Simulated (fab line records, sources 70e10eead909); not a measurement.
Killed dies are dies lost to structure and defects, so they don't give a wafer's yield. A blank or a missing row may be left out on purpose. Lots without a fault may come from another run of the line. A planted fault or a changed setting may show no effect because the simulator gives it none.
Which tool did it? | flow nand_harc | 24 lots, 72 wafers sampled, at 3 steps of a route of 1159

WHAT THE GAUGES READ, wafer by wafer
NHARC_P_STI_OCD_MEAS_17.
lot  | measured    | on     | trench_depth_nm (nm) | trench_foot_cd_nm (nm)
L074 | day 2 12:22 | ocd-01 | 297 302 299          | 158.1 157.3 161.6
L075 | day 2 18:33 | ocd-01 | 303 307 301          | 158.4 154.2 157.3
L077 | day 3 04:53 | ocd-01 | 295 305 298          | 158.9 155.6 156.8
L076 | day 3 05:03 | ocd-02 | 296 300 295          | 157.7 159.3 159.2
L078 | day 3 14:47 | ocd-02 | 300 299 306          | 159.2 159.4 156.3
L079 | day 3 14:57 | ocd-01 | 305 298 302          | 161.5 161.3 156.0
L080 | day 4 01:40 | ocd-01 | 306 304 301          | 151.5 153.9 157.0
L081 | day 4 05:37 | ocd-02 | 301 302 297          | 158.5 159.1 157.0
L082 | day 4 14:09 | ocd-01 | 303 296 300          | 158.8 160.1 163.4
L083 | day 4 17:37 | ocd-01 | 298 299 296          | 156.4 155.1 161.6
L084 | day 5 01:29 | ocd-02 | 302 292 301          | 163.3 158.6 159.4
L085 | day 5 05:41 | ocd-02 | 301 306 303          | 161.1 159.8 160.3
L086 | day 5 11:39 | ocd-02 | 301 306 306          | 157.4 157.2 154.8
L087 | day 5 17:48 | ocd-02 | 303 305 300          | 156.0 163.1 159.1
L088 | day 5 23:43 | ocd-02 | 303 298 304          | 160.4 160.6 155.1
L089 | day 6 09:01 | ocd-02 | 302 302 302          | 161.6 158.9 158.2
L090 | day 6 09:10 | ocd-01 | 308 298 307          | 157.8 161.6 158.3
L091 | day 6 18:37 | ocd-02 | 301 302 306          | 160.3 155.4 155.5
L092 | day 6 23:53 | ocd-02 | 305 303 302          | 158.3 160.4 161.6
L093 | day 7 05:53 | ocd-01 | 300 301 304          | 156.1 155.9 154.5
L094 | day 7 11:45 | ocd-02 | 298 296 303          | 160.8 160.2 158.6
L095 | day 7 18:47 | ocd-02 | 303 297 297          | 158.8 158.3 163.2
L096 | day 8 01:10 | ocd-02 | 293 302 293          | 158.0 155.4 160.1
L097 | day 8 06:55 | ocd-02 | 297 295 303          | 157.0 157.7 159.9

NHARC_P_GATE_CD_MEAS_26: target cd 120 nm.
lot  | measured     | on        | cd_nm (nm)
L074 | day 4 12:19  | cd_sem-02 | 121.1 120.5 120.0
L075 | day 4 21:32  | cd_sem-03 | 120.1 119.7 120.4
L077 | day 5 06:11  | cd_sem-03 | 119.7 120.7 121.1
L076 | day 5 05:28  | cd_sem-03 | 120.1 119.9 119.7
L078 | day 5 19:17  | cd_sem-02 | 120.1 120.1 120.0
L079 | day 5 18:38  | cd_sem-01 | 121.2 120.3 121.4
L080 | day 6 05:18  | cd_sem-01 | 120.0 120.0 120.3
L081 | day 6 06:06  | cd_sem-02 | 119.6 119.5 119.0
L082 | day 6 16:55  | cd_sem-02 | 119.9 119.3 120.0
L083 | day 6 17:34  | cd_sem-01 | 120.0 120.3 120.4
L084 | day 7 05:58  | cd_sem-03 | 121.1 119.7 120.2
L085 | day 7 05:49  | cd_sem-02 | 118.7 119.8 120.2
L086 | day 7 22:43  | cd_sem-03 | 119.5 120.1 119.5
L087 | day 7 23:14  | cd_sem-02 | 120.4 119.9 120.7
L088 | day 8 04:55  | cd_sem-03 | 119.8 119.5 120.6
L089 | day 8 09:35  | cd_sem-01 | 119.8 119.1 119.6
L090 | day 8 10:19  | cd_sem-03 | 120.4 119.3 120.1
L091 | day 8 22:31  | cd_sem-03 | 120.1 119.8 119.9
L092 | day 8 23:18  | cd_sem-02 | 119.8 120.5 120.2
L093 | day 9 10:05  | cd_sem-03 | 120.4 120.8 120.9
L094 | day 9 10:59  | cd_sem-03 | 120.1 120.4 120.2
L095 | day 9 22:49  | cd_sem-01 | 120.0 121.0 120.5
L096 | day 10 07:01 | cd_sem-03 | 121.0 120.6 121.2
L097 | day 10 06:31 | cd_sem-01 | 119.1 119.7 119.9

WHICH TOOL RAN EACH LOT (tool, then ch and the chambers of the sampled wafers, then the start)
lot  | NHARC_P_STI_CMP_21
L074 | cmp-02 ch 0,1,3, day 3 05:19
L075 | cmp-04 ch 1,2,3, day 3 12:29
L077 | cmp-03 ch 1,3, day 3 23:04
L076 | cmp-04 ch 0,1,2, day 3 23:02
L078 | cmp-04 ch 0,1, day 4 11:03
L079 | cmp-02 ch 2,3, day 4 11:03
L080 | cmp-04 ch 1,3, day 4 21:17
L081 | cmp-02 ch 0,2,3, day 4 21:19
L082 | cmp-02 ch 1,2,3, day 5 08:55
L083 | cmp-04 ch 0,2,3, day 5 08:58
L084 | cmp-03 ch 0,2,3, day 5 22:00
L085 | cmp-04 ch 1,2,3, day 5 21:57
L086 | cmp-04 ch 0,1,3, day 6 13:50
L087 | cmp-02 ch 0,1,2, day 6 13:51
L088 | cmp-02 ch 0,1,3, day 6 20:19
L089 | cmp-03 ch 1,2,3, day 7 03:14
L090 | cmp-02 ch 0,3, day 7 03:17
L091 | cmp-02 ch 0,1,2, day 7 13:22
L092 | cmp-04 ch 0,2,3, day 7 19:12
L093 | cmp-04 ch 1,2,3, day 8 03:26
L094 | cmp-02 ch 0,1,3, day 8 03:25
L095 | cmp-03 ch 0,1,3, day 8 14:30
L096 | cmp-02 ch 1,2,3, day 8 21:34
L097 | cmp-03 ch 1,2, day 8 21:32
- NHARC_P_STI_CMP_21: polishes, t overpolish 20 s, target thk 380.67 nm.

WHAT THE TOOLS THEMSELVES READ (means of the sampled wafers that have a number; where no wafer has one, the mark that the record gives instead)
NHARC_P_STI_CMP_21.
lot  | tool   | motor_current_A (A) | overpolish_run_s (s)
L074 | cmp-02 | 11.3                | 20.008
L075 | cmp-04 | 10.5                | 20.008
L077 | cmp-03 | 12.1                | 19.998
L076 | cmp-04 | 11.2                | 20.006
L078 | cmp-04 | 10.4                | 20.006
L079 | cmp-02 | 12.5                | 20.005
L080 | cmp-04 | 10.7                | 19.996
L081 | cmp-02 | 11.5                | 19.999
L082 | cmp-02 | 12.6                | 20.003
L083 | cmp-04 | 12.3                | 19.999
L084 | cmp-03 | 12.2                | 20.003
L085 | cmp-04 | 10.8                | 20.004
L086 | cmp-04 | 10.9                | 19.998
L087 | cmp-02 | 11.9                | 20.005
L088 | cmp-02 | 10.9                | 19.992
L089 | cmp-03 | 12.7                | 20.003
L090 | cmp-02 | 11.2                | 19.995
L091 | cmp-02 | 12.2                | 19.999
L092 | cmp-04 | 11.7                | 20.002
L093 | cmp-04 | 11.0                | 19.999
L094 | cmp-02 | 11.6                | 19.994
L095 | cmp-03 | 12.4                | 20.006
L096 | cmp-02 | 12.7                | 20.001
L097 | cmp-03 | 13.4                | 20.003

THE ANSWER, worked out from the rows above alone
Rule: what is usual is taken from the lots themselves. Put in order of their means at a reading, lots are off if they are a third of the lots or fewer, leave a main group of 4 or more, and stand apart from it by a gap of 3 or more times the standard deviation of the main group's means; of several such gaps the widest counts. A main group whose means are all the same, to the digits that the tables above print for the reading, isn't used. A lot without any number at a reading at which 4 lots or more have one is off too. The other lots that the step has rows for count as sound. The gauges are gone through in route order, then the tools' own readings, and for those a lot's mean is taken as printed above. The first step at which some lot is off is used, and at that step the reading that is off furthest; a lot without a number counts as furthest.
No lot is off at any reading shown: from this, nothing can be told.

WHAT THE SIMULATOR HAD PUT IN
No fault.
